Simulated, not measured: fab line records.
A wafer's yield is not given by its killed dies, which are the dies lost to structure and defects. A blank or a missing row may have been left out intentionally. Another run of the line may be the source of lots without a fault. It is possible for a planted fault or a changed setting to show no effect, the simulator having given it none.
Struck lot and sound lot, side by side || flow nand harc || 12 out of 1302 route steps
Sound: these wafers, L851.2, L851.4, L851.6. Wafers struck: L869.2, L869.4, L869.5. At the end, the cause is stated.
For every step that has rows: the tool of each side, followed by ch and its chambers, followed by its first start. Under that, the readings that differ: sound wafers || struck wafers || difference of the means || sigmas: that difference in standard deviations of wafers without a fault.
alike: same words and numbers on both sides, and readings whose means sit less than 2 such deviations apart. not compared: any withheld reading, any reading some wafer has no value for, any bound like >300 that may hide the same value, and any number with overlapping values for which the record gives no deviation.
Wherever a step has rows on one side only, a row that says differs or no value, or a row with sigmas, the two part there. Numbers that have no deviation but don't overlap get no sigmas and don't part them. A reading that every wafer of one side lacks parts them only if that side has two wafers or more.

NHARC_A_CHANNEL_FILL_D2_CMP_10: polishes, target thk 150 nm.
  sound on cmp-03 ch 0,1,2, day 15 09:25; struck on cmp-03 ch 0,2,3, day 23 06:47
  alike: motor current A, time to endpoint s
after that, 1 step had no rows for these wafers: NHARC_A_CHANNEL_FILL_D2_SRD_12.
NHARC_A_CHANNEL_FILL_D2_RTA_24: time 5 s.
  sound on rtp anneal-01 ch 0, day 15 09:50; struck on rtp anneal-02 ch 0, day 23 07:12
  alike: lamp power pct, wafer_temp_C_max
NHARC_A_CHANNEL_FILL_D2_INSPECT_13:
  sound: defect inspect-02 at day 15 10:01; struck: defect inspect-01 at day 23 07:22
  alike: raw defect count
NHARC_A_STAIRCASE_DEP_156: deposits SiNx, target thk 50 nm.
  sound on pecvd-02 ch 1,2, day 15 10:05; struck on pecvd-04 ch 0,1, day 23 07:28
{"reading": "showerhead vpp V (V)", "sound": "1323 1359 1331", "struck": "1229 1283 1215", "difference": -95, "sigmas": -2}
  alike: heater power w
then, 5 steps without rows for these wafers: NHARC_A_STAIRCASE_DEHYDRATE_158 (time 120 s); NHARC_A_STAIRCASE_HMDS_159 (time 30 s); NHARC_A_STAIRCASE_COAT_160; NHARC_A_STAIRCASE_SOFTBAKE_161 (time 170 s); NHARC_A_STAIRCASE_EBR_162.
NHARC_A_STAIRCASE_EXPOSE_163: exposes mask STAIR OPEN.
  sound on krf scanner-01 ch 0, day 15 10:41; struck on krf scanner-04 ch 0, day 23 08:02
{"reading": "exposure dose mJ cm2", "sound": "20.021 20.049 20.016", "struck": "29.597 29.585 29.593", "difference": "+9.563", "sigmas": "+99 or more"}
  alike: mask
then, 1 step without rows for these wafers: NHARC_A_STAIRCASE_PEB_164 (peb time 130 s).

WHERE THEY PART
Last at NHARC_A_STAIRCASE_EXPOSE_163 as far as this record goes, first at NHARC_A_STAIRCASE_DEP_156.

WHY: what the simulator had put in
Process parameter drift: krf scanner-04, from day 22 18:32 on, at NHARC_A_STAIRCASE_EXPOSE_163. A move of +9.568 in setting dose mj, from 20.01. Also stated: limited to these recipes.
